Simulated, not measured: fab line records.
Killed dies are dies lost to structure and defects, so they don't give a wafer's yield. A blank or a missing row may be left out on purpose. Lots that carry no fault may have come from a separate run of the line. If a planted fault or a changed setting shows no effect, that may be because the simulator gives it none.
Chamber matching | flow n5Finfet | N5_SD_EPI_N_ETCH_35 on rieDiel-04: 4 sister chambers
The step etches SOC in N2/H2, overetch 108 nm, time 486 s. 18 wafers are shown with their chamber, then 9 later ones without.

WAFERS PAIRED WITH THEIR CHAMBERS
wafer  | chamber | showerheadPlenumPTorr (Torr) | drypumpMotorCurrentA (A) | throttleValvePct (%)
L074.2 | 2       | 2.52                         | 6.0                      | 23.87
L074.4 | 3       | 2.60                         | 5.5                      | 23.60
L074.6 | 1       | 2.65                         | 6.2                      | 23.91
L075.2 | 0       | 2.61                         | 6.1                      | 23.79
L075.4 | 1       | 2.64                         | 6.2                      | 23.91
L075.5 | 1       | 2.64                         | 6.2                      | 23.94
L076.3 | 0       | 2.61                         | 6.1                      | 23.79
L076.4 | 3       | 2.59                         | 5.5                      | 23.63
L076.5 | 0       | 2.61                         | 6.1                      | 23.79
L077.1 | 1       | 2.64                         | 6.2                      | 23.92
L077.5 | 3       | 2.59                         | 5.5                      | 23.62
L077.6 | 2       | 2.52                         | 5.9                      | 23.89
L082.3 | 1       | 2.64                         | 6.2                      | 23.93
L082.5 | 3       | 2.59                         | 5.5                      | 23.61
L082.6 | 1       | 2.64                         | 6.2                      | 23.94
L084.3 | 3       | 2.59                         | 5.5                      | 23.62
L084.5 | 3       | 2.59                         | 5.5                      | 23.62
L084.6 | 1       | 2.64                         | 6.2                      | 23.93

SIGNATURES (averages over the wafers above)
reading               | chamber 0 | chamber 1 | chamber 2 | chamber 3 | scatter within a chamber
showerheadPlenumPTorr | 2.6100    | 2.6414    | 2.5200    | 2.5917    | 0.00347
drypumpMotorCurrentA  | 6.100     | 6.200     | 5.950     | 5.500     | 0.0189
throttleValvePct      | 23.7900   | 23.9257   | 23.8800   | 23.6167   | 0.011
Rule: a wafer lies at a distance from a chamber equal to the root of the sum of squares, over the readings, of (its reading less the chamber's mean, divided by the reading's scatter). If the next closest chamber is less than 2 further off than the closest, the wafer can't be placed; otherwise it belongs to the closest. The scatter is the square root of a quotient: the sum, over the shown wafers, of each reading's squared deviation from its chamber's mean, divided by wafers minus chambers.

WAFERS WITHOUT THEIR CHAMBER
wafer  | showerheadPlenumPTorr (Torr) | drypumpMotorCurrentA (A) | throttleValvePct (%)
L086.2 | 2.51                         | 5.9                      | 23.91
L086.3 | 2.58                         | 5.5                      | 23.64
L086.5 | 2.63                         | 6.2                      | 23.96
L087.1 | 2.51                         | 5.9                      | 23.93
L087.2 | 2.60                         | 6.1                      | 23.39
L087.5 | 2.51                         | 5.9                      | 23.94
L089.2 | 2.60                         | 6.1                      | 23.39
L089.3 | 2.51                         | 5.9                      | 23.93
L089.5 | 2.63                         | 6.2                      | 23.96

WHICH CHAMBER EACH WENT THROUGH
wafer  | from the rows above     | in truth
L086.2 | 2                       | 2
L086.3 | 3                       | 3
L086.5 | 1                       | 1
L087.1 | 2                       | 2
L087.2 | can't be placed: 0 or 3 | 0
L087.5 | 2                       | 2
L089.2 | can't be placed: 0 or 3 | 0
L089.3 | 2                       | 2
L089.5 | 1                       | 1
Correctly placed: 7 of 9. These rows do not allow placing 2 (true chamber among the candidates in 2). 0 placed wrongly.
